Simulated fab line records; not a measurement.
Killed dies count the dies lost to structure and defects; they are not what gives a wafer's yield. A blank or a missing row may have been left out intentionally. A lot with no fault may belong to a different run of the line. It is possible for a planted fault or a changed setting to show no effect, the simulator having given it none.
Matching of chambers	flow n5Finfet	aldSin-03 running N5_FIN_SAQP_ALD_61: 4 sister chambers
The step deposits SiO2, target thk 4 nm, pulse time 1 s, purge time 2 s. 4 wafers are shown with their chamber, then 12 later ones without.

## WAFERS, EACH WITH ITS CHAMBER
wafer	chamber	heaterPowerW (W)
L092.6	0	492
L094.1	1	491
L094.4	3	471
L094.5	2	510

## WAFERS WITH NO CHAMBER GIVEN
wafer	heaterPowerW (W)
L096.1	488
L096.2	460
L096.3	497
L096.4	505
L096.5	483
L096.6	490
L097.1	479
L097.2	519
L097.3	491
L097.4	502
L097.5	485
L097.6	492

## WHICH CHAMBER EACH ONE RAN IN
wafer	from the rows above	in truth
L096.1	can't be placed: 1 or 0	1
L096.2	3	3
L096.3	can't be placed: 0 or 1 or 2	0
L096.4	can't be placed: 2 or 0 or 1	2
L096.5	can't be placed: 1 or 0 or 3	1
L096.6	can't be placed: 1 or 0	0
L097.1	can't be placed: 3 or 1 or 0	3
L097.2	2	2
L097.3	can't be placed: 1 or 0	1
L097.4	can't be placed: 2 or 0 or 1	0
L097.5	can't be placed: 1 or 0 or 3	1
L097.6	can't be placed: 0 or 1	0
Placed correctly: 2 of 12. Not placeable from these rows: 10 (in 10, the candidates include the true chamber). Number placed wrongly: 0.
How it was worked out, from the rows above alone: a wafer's distance from a chamber is the root of the sum, over the readings, of the square of ((its reading less the chamber's mean) divided by the reading's scatter). If the next closest chamber is less than 2 further off than the closest, the wafer can't be placed; otherwise it belongs to the closest. Each chamber's mean is taken over the wafers shown for it. The scatter (one wafer shown for each chamber): square how far every hidden wafer sits from the nearest shown wafer, average those squares and take the square root.
